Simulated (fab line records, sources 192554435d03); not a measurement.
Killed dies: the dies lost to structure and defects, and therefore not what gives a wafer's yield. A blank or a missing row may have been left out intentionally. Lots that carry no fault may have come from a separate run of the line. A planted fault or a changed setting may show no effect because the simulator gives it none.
Split-lot experiment / flow n5-finfet / 7 lots, 21 wafers read, on a route of 1938 steps

== SPLIT DETAILS ==
At N5_BEOL_M15_ILD_DEP_00 (deposits SiO2 from TEOS/O2, target thk 1629.3 nm, time 346.1 s), the setting temp-c was moved away from the recipe's 400 C on 5 of the 21 wafers read, by -1.8% to +2.0%. All remaining wafers had this setting at the recipe value.

No step appears in the file between the split and the reading.

== THE READING ==
M15_ILD_THK in nanometres, read at N5_BEOL_M15_THK_MEAS_01. Typical for fault-free wafers on this fab line: 1614 nm, with standard deviation 24 nm.

wafer=L077.1; tool, chamber at the split=pecvd-04, 0; temp-c as run, C=400; against the recipe=recipe; M15_ILD_THK, nm=1623; against lot-mates on the recipe=-
wafer=L077.4; tool, chamber at the split=pecvd-04, 1; temp-c as run, C=400; against the recipe=recipe; M15_ILD_THK, nm=1648; against lot-mates on the recipe=-
wafer=L077.6; tool, chamber at the split=pecvd-04, 2; temp-c as run, C=400; against the recipe=recipe; M15_ILD_THK, nm=1607; against lot-mates on the recipe=-
wafer=L079.2; tool, chamber at the split=pecvd-04, 1; temp-c as run, C=400; against the recipe=recipe; M15_ILD_THK, nm=1601; against lot-mates on the recipe=-
wafer=L079.4; tool, chamber at the split=pecvd-04, 2; temp-c as run, C=394.2; against the recipe=-1.5%; M15_ILD_THK, nm=1646; against lot-mates on the recipe=+44
wafer=L079.5; tool, chamber at the split=pecvd-04, 0; temp-c as run, C=400; against the recipe=recipe; M15_ILD_THK, nm=1604; against lot-mates on the recipe=-
wafer=L088.1; tool, chamber at the split=pecvd-04, 0; temp-c as run, C=392.6; against the recipe=-1.8%; M15_ILD_THK, nm=1701; against lot-mates on the recipe=+70
wafer=L088.5; tool, chamber at the split=pecvd-04, 2; temp-c as run, C=400; against the recipe=recipe; M15_ILD_THK, nm=1631; against lot-mates on the recipe=-
wafer=L088.6; tool, chamber at the split=pecvd-04, 1; temp-c as run, C=392.6; against the recipe=-1.8%; M15_ILD_THK, nm=1728; against lot-mates on the recipe=+97
wafer=L095.2; tool, chamber at the split=pecvd-01, 2; temp-c as run, C=400; against the recipe=recipe; M15_ILD_THK, nm=1625; against lot-mates on the recipe=-
wafer=L095.5; tool, chamber at the split=pecvd-01, 1; temp-c as run, C=400; against the recipe=recipe; M15_ILD_THK, nm=1661; against lot-mates on the recipe=-
wafer=L095.6; tool, chamber at the split=pecvd-01, 2; temp-c as run, C=400; against the recipe=recipe; M15_ILD_THK, nm=1653; against lot-mates on the recipe=-
wafer=L094.1; tool, chamber at the split=pecvd-04, 1; temp-c as run, C=400; against the recipe=recipe; M15_ILD_THK, nm=1600; against lot-mates on the recipe=-
wafer=L094.3; tool, chamber at the split=pecvd-04, 0; temp-c as run, C=400; against the recipe=recipe; M15_ILD_THK, nm=1559; against lot-mates on the recipe=-
wafer=L094.4; tool, chamber at the split=pecvd-04, 2; temp-c as run, C=400; against the recipe=recipe; M15_ILD_THK, nm=1569; against lot-mates on the recipe=-
wafer=L089.1; tool, chamber at the split=pecvd-01, 2; temp-c as run, C=407.8; against the recipe=+2.0%; M15_ILD_THK, nm=1515; against lot-mates on the recipe=-126
wafer=L089.2; tool, chamber at the split=pecvd-01, 0; temp-c as run, C=400; against the recipe=recipe; M15_ILD_THK, nm=1622; against lot-mates on the recipe=-
wafer=L089.6; tool, chamber at the split=pecvd-01, 2; temp-c as run, C=400; against the recipe=recipe; M15_ILD_THK, nm=1661; against lot-mates on the recipe=-
wafer=L092.1; tool, chamber at the split=pecvd-03, 0; temp-c as run, C=400; against the recipe=recipe; M15_ILD_THK, nm=1575; against lot-mates on the recipe=-
wafer=L092.2; tool, chamber at the split=pecvd-03, 2; temp-c as run, C=396.7; against the recipe=-0.8%; M15_ILD_THK, nm=1624; against lot-mates on the recipe=+40
wafer=L092.4; tool, chamber at the split=pecvd-03, 0; temp-c as run, C=400; against the recipe=recipe; M15_ILD_THK, nm=1593; against lot-mates on the recipe=-

THE FIT
A straight line over all 21 wafers: M15_ILD_THK changes by -46.6 nm for each +1% of temp-c; r = -0.78; the points scatter about the line by 31 nm.
The same after taking each lot's own level away (the mean of its wafers on the recipe; 21 wafers): -49.6 nm for each +1%; r = -0.92; scatter 17 nm.
According to that fit, moving temp-c by its largest amount changes the reading by 97 nm.
The span of the lots' own levels, 1576.0 to 1646.3 nm, comes to 2.9 times the standard deviation stated above.
So the lot-to-lot level blurs the effect unless lot-mates are compared.
Check: with one of the wafers moved furthest among these (+2.0%) left out of the fit, the line predicts -82.1 nm for it against its lot-mates. It came out at -126 nm against them.

== THESE WAFERS: OTHER SPLITS ==
Other splits were also applied to these wafers ahead of the reading. Each is held against what the fit with the lots' levels taken away leaves over:
other split on the same wafers=N5_BEOL_M13_ETCH_59 time-s; wafers away from the commonest value=6; r with M15_ILD_THK (lot level and that fit taken away)=+0.09
other split on the same wafers=N5_BEOL_M13_SPUTTER_43 power-w; wafers away from the commonest value=4; r with M15_ILD_THK (lot level and that fit taken away)=-0.33
other split on the same wafers=N5_BEOL_M14_ILD_DEP_00 time-s; wafers away from the commonest value=7; r with M15_ILD_THK (lot level and that fit taken away)=-0.10
other split on the same wafers=N5_BEOL_M14_DEP_53 time-s; wafers away from the commonest value=10; r with M15_ILD_THK (lot level and that fit taken away)=+0.24

== THE WHOLE CHAIN: every reading that the file lists as answering this split, in the file's order ==
step=N5_BEOL_M15_ILD_DEP_00; what it does=deposits SiO2 from TEOS/O2, target thk 1629.3 nm, time 346.1 s; reading=SiO2_of_BEOL_M15_ILD_DEP_00.thk-nm (the simulator's own value, which no gauge read); change (the file's fit)=-49.9 nm for each +1% of the setting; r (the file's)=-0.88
step=N5_BEOL_M15_THK_MEAS_01; what it does=; reading=M15_ILD_THK; change (the file's fit)=-49.9 for each +1% of the setting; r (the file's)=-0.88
step=N5_BEOL_M15_VIA_ETCH_16; what it does=etches SiO2 in C4F8/O2/Ar, target depth 1792.2 nm; reading=etch.depth-nm (the simulator's own value, which no gauge read); change (the file's fit)=-49.8 nm for each +1% of the setting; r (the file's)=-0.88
step=N5_BEOL_M15_VIA_ETCH_16; what it does=etches SiO2 in C4F8/O2/Ar, target depth 1792.2 nm; reading=coat_of_BEOL_M15_COAT_04.thk-nm (the simulator's own value, which no gauge read); change (the file's fit)=+12.1 nm for each +1% of the setting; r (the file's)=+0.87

== THE FILE'S OWN FIT ==
M15_ILD_THK changes by -49.9 nm for each +1% of temp-c, r = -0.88.
